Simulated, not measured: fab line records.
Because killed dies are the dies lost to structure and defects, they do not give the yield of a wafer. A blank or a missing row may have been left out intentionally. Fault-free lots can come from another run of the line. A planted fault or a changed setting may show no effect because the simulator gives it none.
Which tool is to blame? ; flow n5Finfet ; 12 lots with 36 wafers sampled at 6 steps, on a route of 1938 steps

## WHAT EACH GAUGE READ, for each wafer
N5_STI_FIN_REVEAL_CD_MEAS_22: target cd 6.238 nm, pitch 28 nm.
lot;measured;on;cdNm (nm)
L075;day 2 20:15;cdSem-03;6.51 6.36 6.27
L077;day 3 07:46;cdSem-01;5.96 6.66 6.13
L079;day 3 22:26;cdSem-03;5.98 5.92 6.41
L081;day 4 07:13;cdSem-01;6.07 6.12 6.33
L083;day 4 19:57;cdSem-03;6.12 6.15 6.32
L085;day 5 06:38;cdSem-01;6.01 6.32 6.29
L087;day 5 19:25;cdSem-03;6.21 6.38 6.62
L089;day 6 08:43;cdSem-01;6.46 6.37 6.37
L091;day 6 18:13;cdSem-01;6.33 6.42 6.24
L093;day 7 08:19;cdSem-01;6.36 6.57 6.13
L095;day 7 20:42;cdSem-03;6.59 6.55 6.45
L097;day 8 06:33;cdSem-02;5.76 5.97 6.08

## EACH LOT AND THE TOOL THAT RAN IT (in order: tool; ch and the chambers of the sampled wafers; start)
lot;N5_FIN_SAQP_RECESS_63;N5_FIN_SAQP_RECESS_71;N5_FIN_CUT_CUT_ETCH_28;N5_STI_FIN_REVEAL_DENSIFY_30;N5_STI_FIN_REVEAL_OXIDATION_33
L075;vaporEtch-02 ch 0,1, day 2 06:43;vaporEtch-02 ch 0, day 2 07:34;rieSi-01 ch 2,3, day 2 10:49;rtpAnneal-01 ch 0, day 2 17:07;plasmaAsher-01 ch 0,1, day 2 20:05
L077;vaporEtch-01 ch 0,1, day 2 18:21;vaporEtch-01 ch 0,1, day 2 19:04;rieSi-06 ch 0,1,3, day 2 21:55;rtpAnneal-01 ch 0, day 3 04:14;plasmaAsher-02 ch 0,1, day 3 07:36
L079;vaporEtch-01 ch 0,1, day 3 08:23;vaporEtch-01 ch 0, day 3 09:03;rieSi-03 ch 0,1, day 3 12:53;rtpAnneal-01 ch 0, day 3 19:19;plasmaAsher-01 ch 0,1, day 3 22:17
L081;vaporEtch-02 ch 0,1, day 3 19:13;vaporEtch-02 ch 0,1, day 3 19:49;rieSi-01 ch 0,1, day 3 22:15;rtpAnneal-01 ch 0, day 4 03:59;plasmaAsher-02 ch 0,1, day 4 07:03
L083;vaporEtch-02 ch 0,1, day 4 08:06;vaporEtch-01 ch 0,1, day 4 08:38;rieSi-03 ch 0,2,3, day 4 10:57;rtpAnneal-01 ch 0, day 4 16:41;plasmaAsher-02 ch 0,1, day 4 19:49
L085;vaporEtch-01 ch 0,1, day 4 18:15;vaporEtch-02 ch 0,1, day 4 18:52;rieSi-06 ch 1,2,3, day 4 21:23;rtpAnneal-02 ch 0, day 5 03:31;plasmaAsher-01 ch 0,1, day 5 06:28
L087;vaporEtch-02 ch 1, day 5 06:22;vaporEtch-02 ch 0,1, day 5 06:58;rieSi-06 ch 0,1, day 5 09:34;rtpAnneal-01 ch 0, day 5 15:50;plasmaAsher-02 ch 0, day 5 19:15
L089;vaporEtch-02 ch 0,1, day 5 19:20;vaporEtch-02 ch 0,1, day 5 20:01;rieSi-03 ch 0,2, day 5 23:37;rtpAnneal-02 ch 0, day 6 05:35;plasmaAsher-02 ch 0,1, day 6 08:32
L091;vaporEtch-02 ch 0,1, day 6 06:10;vaporEtch-02 ch 0,1, day 6 06:47;rieSi-06 ch 0,1,2, day 6 09:17;rtpAnneal-01 ch 0, day 6 15:00;plasmaAsher-01 ch 1, day 6 18:04
L093;vaporEtch-02 ch 0,1, day 6 18:11;vaporEtch-02 ch 0,1, day 6 18:44;rieSi-01 ch 0,2,3, day 6 21:13;rtpAnneal-02 ch 0, day 7 05:05;plasmaAsher-01 ch 0,1, day 7 08:10
L095;vaporEtch-02 ch 0,1, day 7 07:47;vaporEtch-02 ch 0,1, day 7 08:19;rieSi-06 ch 0,3, day 7 10:56;rtpAnneal-02 ch 0, day 7 17:30;plasmaAsher-01 ch 0,1, day 7 20:33
L097;vaporEtch-02 ch 0,1, day 7 18:40;vaporEtch-02 ch 0,1, day 7 19:16;rieSi-06 ch 0,2,3, day 7 21:40;rtpAnneal-01 ch 0, day 8 03:20;plasmaAsher-02 ch 0,1, day 8 06:23
- N5_FIN_SAQP_RECESS_63: chemistry HF/NH3, target SiO2, target depth 18 nm, afs cycles 3, sublimation time 60 s.
- N5_FIN_SAQP_RECESS_71: chemistry HF/NH3, target SiO2, target depth 3 nm, afs cycles 1, sublimation time 60 s.
- N5_FIN_CUT_CUT_ETCH_28: etches Si in HBr/Cl2/O2, target depth 6 nm, time 2.4 s.
- N5_STI_FIN_REVEAL_DENSIFY_30
- N5_STI_FIN_REVEAL_OXIDATION_33: chemistry O2 PLASMA REMOTE, time 20 s.

## THE ANSWER, worked out from the rows above alone
Rule: usual is defined by the lots themselves. The widest of any qualifying gaps counts: lots, ordered by their means at a reading, are off when they make up no more than a third of the lots, leave a main group of 4 or more, and stand apart from it by 3 or more times the standard deviation of that group's means. Not used: any main group whose means are identical at the precision the tables above print for the reading. A lot without any number at a reading at which 4 lots or more have one is off too. The other lots that the step has rows for count as sound.
Nothing can be told from this: no lot is off at any reading shown.

## WHAT THE SIMULATOR PUT IN
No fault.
